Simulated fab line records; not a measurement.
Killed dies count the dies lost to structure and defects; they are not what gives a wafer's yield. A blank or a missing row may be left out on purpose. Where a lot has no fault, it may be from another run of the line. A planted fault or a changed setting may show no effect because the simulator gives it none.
Comparing a struck lot with a sound one	flow n5Finfet	28 out of 1938 route steps
Sound: the wafers L532.2, L532.3, L532.4. Struck: wafers L528.1, L528.4, L528.6. At the end, the cause is stated.
Each step with rows lists, per side, the tool, then ch with its chambers, then its first start. Under that, the readings that differ: sound wafers	struck wafers	difference of the means	sigmas: that difference in standard deviations of wafers without a fault.
alike: readings with means less than 2 such deviations apart, plus words and numbers identical on both sides. not compared: withheld readings, readings lacking a value on some wafer, bounds such as >300 that could conceal the same value, and numbers that have no deviation in the record and whose values overlap.
The two part at a step that has a row with sigmas, a row that says differs or no value, or rows on one side only. When numbers do not overlap yet have no deviation, they are printed without sigmas and do not part them. Lack of a reading on every wafer of one side parts them only where that side has two or more wafers.

N5_STI_FIN_REVEAL_ALD_14: deposits Si3N4, target thk 3 nm.
  sound on aldSin-03 ch 0,1,2, day 7 04:29; struck on aldSin-01 ch 0,2,3, day 6 06:55
  alike: heaterPowerW
then, 2 steps without rows for these wafers: N5_STI_FIN_REVEAL_FCVD_FILL_01 (material SiO2 flowable, target thk 312 nm, time 512.2 s); N5_STI_FIN_REVEAL_DENSIFY_02 (time 1800 s).
N5_STI_FIN_REVEAL_CMP_04: polishes, stops on Si3N4, t overpolish 4 s, target thk 131.83 nm.
  sound on cmp-03 ch 1,2,3, day 7 09:31; struck on cmp-03 ch 1,2,3, day 6 12:00
  alike: edgeZonePressureFrac, motorCurrentA, overpolishRunS, timeToEndpointS
N5_STI_FIN_REVEAL_THK_MEAS_05:
  sound on filmMetro-02, day 7 09:49; struck on filmMetro-01, day 6 12:16
  alike: thkNm
N5_STI_FIN_REVEAL_DENSIFY_30:
  sound on rtpAnneal-02 ch 0, day 7 09:58; struck on rtpAnneal-02 ch 0, day 6 12:17
  alike: lampPowerPct, lamp_zone_7_pct
  not compared: wafer_temp_C_max
then, 1 step without rows for these wafers: N5_STI_FIN_REVEAL_ETCHBACK_08 (etches SiO2 in C4F6/O2, target depth 30.5 nm, time 10.167 s).
N5_STI_FIN_REVEAL_STRIP_24: strips in N2/H2, time 90 s.
  sound on rieDiel-01 ch 0,1,2, day 7 10:30; struck on rieDiel-04 ch 0,2,3, day 6 12:32
  alike: drypumpMotorCurrentA, oesProductAu, rfVppV, showerheadPlenumPTorr, throttleValvePct
  not compared: rfHoursCounterH
then, 4 steps without rows for these wafers: N5_STI_FIN_REVEAL_PRECLEAN_25 (cleans in SPM, time 90 s); N5_STI_FIN_REVEAL_PRECLEAN_26 (cleans in SC1, time 45 s); N5_STI_FIN_REVEAL_PRECLEAN_29 (cleans in DHF, time 30 s); N5_STI_FIN_REVEAL_SRD_12 (time 30 s).
N5_STI_FIN_REVEAL_RECESS_09: chemistry HF/NH3, target SiO2, afs cycles 11, target depth 42.5 nm, sublimation time 60 s.
  sound on vaporEtch-02 ch 0,1, day 7 10:43; struck on vaporEtch-01 ch 0,1, day 6 12:45
  no value came back on the struck wafers for afsCycles, drypumpMotorCurrentA (A), sublimationTempC (C); on the sound wafers afsCycles reads 11 11 11
reading	sound	struck	difference	sigmas
model.SiNx_of_FIN_SAQP_HM_DEP_03.thkNm (nm)	18.2 17.6 18.6	21.4 21.6 21.8	+3.5	
then, 3 steps without rows for these wafers: N5_STI_FIN_REVEAL_STRIP_16 (strips SiNx in H3PO4, target depth 23.8 nm); N5_STI_FIN_REVEAL_PRECLEAN_17 (cleans in NF3:NH3, afs cycles 1, time 20 s, sublimation time 60 s); N5_STI_FIN_REVEAL_ETCH_34 (etches Si in H2, material Si, target depth 0.97 nm).
N5_STI_FIN_REVEAL_OXIDATION_31: chemistry O2 PLASMA REMOTE, time 20 s.
  sound on plasmaAsher-02 ch 0,1, day 7 12:52; struck on plasmaAsher-02 ch 0,1, day 6 14:54
  alike: drypumpMotorCurrentA, heaterPowerW, o2FlowSccm, rfFwdPowerW
  not compared: rfHoursCounterH
then, 6 steps without rows for these wafers: N5_STI_FIN_REVEAL_PRECLEAN_32 (cleans in NF3:NH3, afs cycles 1, time 20 s, sublimation time 60 s); N5_STI_FIN_REVEAL_STRIP_35 (strips Si3N4 in H3PO4, target depth 4 nm, time 39 s); N5_STI_FIN_REVEAL_SRD_21 (time 30 s); N5_STI_FIN_REVEAL_OXIDATION_33 (chemistry O2 PLASMA REMOTE, time 20 s); N5_STI_FIN_REVEAL_CLEAN_19 (cleans in O3/DIW, time 120 s); N5_STI_FIN_REVEAL_SRD_23 (time 30 s).
N5_STI_FIN_REVEAL_CD_MEAS_22: target cd 6.238 nm, pitch 28 nm.
  sound on cdSem-02, day 7 13:23; struck on cdSem-03, day 6 15:25
  alike: cdNm
N5_STI_FIN_REVEAL_FIN_H_MEAS_10:
  sound on ocd-01, day 7 13:25; struck on ocd-02, day 6 15:27
reading	sound	struck	difference	sigmas
trenchDepthNm (nm)	52.2 51.9 51.4	-0.2 0.3 0.3	-51.7	-98
then, 1 step without rows for these wafers: N5_STI_FIN_REVEAL_PRECLEAN_18 (cleans in SC2, time 45 s).
N5_BEOL_M4_RC_MEAS_101:
  the record has rows for the sound wafers here (prober-02 ch 0, day 12 14:52) and none for the struck ones
-- a jump in the record: the struck wafers' starts before and after are 9 days apart (it breaks off in module BEOL_M4 and resumes in module PASSIVATION, where the first step shown is number 1936 of the route) --
N5_PASSIVATION_PROBE_49:
  record: rows for the struck wafers here (prober-02, day 15 22:29), none for the sound ones

## WHERE THEY PART
At N5_STI_FIN_REVEAL_RECESS_09 first; at N5_PASSIVATION_PROBE_49 last (within this record only).

WHY: the cause the simulator had injected
At N5_STI_FIN_REVEAL_RECESS_09, the step was skipped entirely on vaporEtch-01 from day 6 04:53 on. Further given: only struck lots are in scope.
